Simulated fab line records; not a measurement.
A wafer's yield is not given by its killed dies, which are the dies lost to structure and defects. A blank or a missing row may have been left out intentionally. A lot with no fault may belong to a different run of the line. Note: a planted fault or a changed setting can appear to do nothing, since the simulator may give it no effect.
Chamber matching    flow n5 finfet    N5_HKMG_FIN_PWFM_ALD_03 on ald metal-01: 4 sister chambers
The step deposits TiN, target thk 2 nm, pulse time 1 s, purge time 3 s. 14 wafers are shown with their chamber, then 6 later ones without.

WAFERS, EACH WITH ITS CHAMBER
wafer   chamber  heater power w (W)  precursor pulse height rel
L841.2  3        740                 0.998
L841.4  1        849                 0.982
L841.5  1        847                 1.004
L842.2  1        821                 1.005
L842.5  0        789                 0.994
L842.6  3        756                 1.018
L845.3  1        842                 0.988
L845.5  3        736                 1.001
L845.6  0        828                 0.980
L847.1  0        821                 0.983
L847.4  3        755                 1.005
L857.1  2        877                 0.996
L857.5  3        744                 0.988
L857.6  0        816                 0.987

SIGNATURES (means of the wafers above)
reading                     chamber 0  chamber 1  chamber 2  chamber 3  scatter within a chamber
heater power w              813.50     839.75     877.00     746.20     13
precursor pulse height rel  0.98600    0.99475    0.99600    1.00200    0.00993
Rule: a wafer lies at a distance from a chamber equal to the root of the sum of squares, over the readings, of (its reading less the chamber's mean, divided by the reading's scatter). The wafer belongs to the nearest chamber; if the next one is less than 2 further off, it can't be placed. The scatter: take each reading less its chamber's mean, square it, sum over the shown wafers, divide by the number of wafers less the number of chambers, and take the root.

WAFERS MISSING THEIR CHAMBER
wafer   heater power w (W)  precursor pulse height rel
L859.2  853                 1.021
L859.3  881                 0.996
L859.6  898                 0.962
L860.1  722                 1.030
L860.4  813                 0.981
L860.6  837                 1.004

CHAMBER TAKEN BY EACH
wafer   from the rows above           in truth
L859.2  can't be placed: 1 or 2 or 0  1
L859.3  2                             2
L859.6  can't be placed: 2 or 1       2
L860.1  3                             3
L860.4  can't be placed: 0 or 1       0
L860.6  can't be placed: 1 or 0       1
Correctly placed: 2 of 6. Not placeable from these rows: 4 (in 4, the candidates include the true chamber). Wrongly placed: 0.
